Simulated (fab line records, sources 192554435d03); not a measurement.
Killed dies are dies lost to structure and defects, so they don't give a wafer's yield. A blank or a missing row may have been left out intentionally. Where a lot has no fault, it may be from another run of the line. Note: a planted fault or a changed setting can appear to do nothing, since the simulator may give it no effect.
A struck lot beside a sound one + flow n5_finfet + 37 out of 1938 route steps
Sound: the wafers L155.1, L155.4, L155.5. Struck: wafers L162.2, L162.6 (left out: L162.1, a lot-mate that was not struck); the cause follows at the end.
Order at every step that has rows: each side's tool, ch and its chambers, its first start. Under that, the readings that differ: sound wafers + struck wafers + difference of the means + sigmas: that difference in standard deviations of wafers without a fault.
alike: a reading whose means differ by less than 2 such deviations, as well as words and numbers matching on both sides. not compared: withheld readings; readings where some wafer has no value; bounds like >300 that might hide an equal value; numbers whose values overlap and for which the record gives no deviation.
A row with sigmas, a row that says differs or no value, or rows on one side alone: a step with any of these is where the two part. Numbers that don't overlap but have no deviation are shown without sigmas and don't part them. Lack of a reading on every wafer of one side parts them only where that side has two or more wafers.

first, 9 steps without rows for these wafers: N5_BEOL_M4_ANNEAL_95 (time 240 s); N5_BEOL_M4_SPUTTER_96 (material Cu, target thk 4.5 nm, time 8.29 s); N5_BEOL_M4_ECD_50 (material Cu, target thk 300 nm); N5_BEOL_M4_ANNEAL_51 (time 90 s); N5_BEOL_M4_CMP_52 (polishes, stops on SiOC, t overpolish 6.8 s, target thk 40 nm); N5_BEOL_M4_PRE_CLEAN_60 (time 15 s); N5_BEOL_M4_CO_CAP_55 (material Co, precursor CCTBA/H2, target thk 2 nm, time 102.1 s); N5_BEOL_M4_PRE_CLEAN_56 (time 15 s); N5_BEOL_M4_DEP_57 (deposits SiCN from 3MS/NH3, target thk 8 nm, time 14 s).
N5_BEOL_M4_RC_MEAS_101:
  sound on prober-02 ch 0, day 9 13:59; struck on prober-02 ch 0, day 11 14:33
  alike: DIBL_N, DIBL_P, IOFF_N, IOFF_P, ION_N, ION_P, SS_N, SS_P, VT_N, VT_P
then, 24 steps without rows for these wafers: N5_BEOL_M5_ILD_DEP_00 (deposits SiCOH lowk from DEMS/porogen, target thk 140.64 nm, time 25.9 s); N5_BEOL_M5_CURE_79 (cures SiCOH lowk, time 240 s); N5_BEOL_M5_PECVD_70 (deposits SiO2 from TEOS/O2, target thk 16 nm, time 18 s); N5_BEOL_M5_HM_DEP_02 (deposits TiN, target thk 20 nm); N5_BEOL_M5_COAT_59 (time 60 s, resist thk 60 nm); N5_BEOL_M5_COAT_60 (time 60 s, resist thk 12 nm); N5_BEOL_M5_COAT_71 (time 60 s, resist thk 5 nm); N5_BEOL_M5_COAT_05 (resist thk 30 nm); N5_BEOL_M5_EBR_07; N5_BEOL_M5_SOFTBAKE_06 (time 60 s); N5_BEOL_M5_EXPOSE_08 (exposes mask M5, target cd 28 nm); N5_BEOL_M5_PEB_09 (peb time 60 s); N5_BEOL_M5_DEVELOP_10 (develop time 30 s); N5_BEOL_M5_DESCUM_16 (chemistry O2, time 7 s); N5_BEOL_M5_ETCH_72 (etches underlayer in N2/H2, target depth 6.5 nm, time 5.2 s); N5_BEOL_M5_ETCH_61 (etches SiARC in CF4, target depth 15.6 nm, time 26 s); N5_BEOL_M5_ETCH_62 (etches SOC in N2/H2, target depth 75 nm, overetch 15 nm, time 112.5 s); N5_BEOL_M5_STRIP_63 (strips in N2/H2); N5_BEOL_M5_STRIP_73 (strips in N2/H2); N5_BEOL_M5_STRIP_64 (strips in CF4); N5_BEOL_M5_HM_OPEN_17 (chemistry Cl2/BCl3, target TiN, target depth 20 nm, overetch 6 nm); N5_BEOL_M5_STRIP_19 (strips in O2); N5_BEOL_M5_COAT_65 (time 60 s, resist thk 60 nm); N5_BEOL_M5_COAT_66 (time 60 s, resist thk 12 nm).
-- the record jumps here: 2 days lie between the struck wafers' starts before and after (it left off in module BEOL_M5 and takes up again in module BEOL_M9, whose first step shown is number 1458 of the route) --
N5_BEOL_M9_ALD_74: deposits TaN, target thk 2 nm, pulse time 2 s, purge time 3 s.
  sound on ald_metal-01 ch 0,2,3, day 11 10:21; struck on ald_metal-01 ch 1,3, day 13 15:11
| reading                                 | sound    | struck  | difference | sigmas |
|-----------------------------------------|----------|---------|------------|--------|
| ald_cycles                              | 40 40 40 | 18 18   | -22        |        |
| model.TaN_of_BEOL_M9_ALD_74.thk_nm (nm) | 2 2 2    | 0.8 0.8 | -1.2       |        |
  alike: heater_power_w
N5_BEOL_M15_RC_MEAS_101:
  sound on prober-01 ch 0, day 13 07:29; struck on prober-01 ch 0, day 15 11:11
| reading                | sound                   | struck            | difference | sigmas |
|------------------------|-------------------------|-------------------|------------|--------|
| COMB_M9 (S/m)          | 1.3e-11 1e-11 1.2e-11   | 2.63e-10 2e-10    | +2.20e-10  | +71    |
| COMB_M9_max_site (S/m) | 1.9e-11 1.2e-11 1.5e-11 | 4.21e-10 3.41e-10 | +3.66e-10  | +69    |
  alike: COMB_M10, COMB_M11, COMB_M12, COMB_M13, COMB_M14, COMB_M15, COMB_M15_max_site, COMB_M5, COMB_M6, COMB_M7, COMB_M8, SERP_M10, SERP_M11, SERP_M12, SERP_M13, SERP_M14, SERP_M5, SERP_M6, SERP_M7, SERP_M8, SERP_M9
N5_PASSIVATION_PROBE_49:
  sound on prober-01 at day 13 21:04; struck on prober-01 at day 16 04:20
| reading                | sound | struck    | difference | sigmas |
|------------------------|-------|-----------|------------|--------|
| sort_bin_4_leakage (%) | 0 0 0 | 0.93 1.61 | +1.27      | +58    |
  alike: defect_limited_yield, killed_at_M0_to_M3, killed_at_M4_up, killed_at_contacts, killed_at_front_end, killed_at_other, killed_dies, killed_open, killed_short, sort_bin_5_function, sort_bin_6_memory, sort_n_pass, sort_yield_pct

## WHERE THEY PART
Earliest at N5_BEOL_M15_RC_MEAS_101; latest, in this record, at N5_PASSIVATION_PROBE_49.

WHY: what the simulator had put in
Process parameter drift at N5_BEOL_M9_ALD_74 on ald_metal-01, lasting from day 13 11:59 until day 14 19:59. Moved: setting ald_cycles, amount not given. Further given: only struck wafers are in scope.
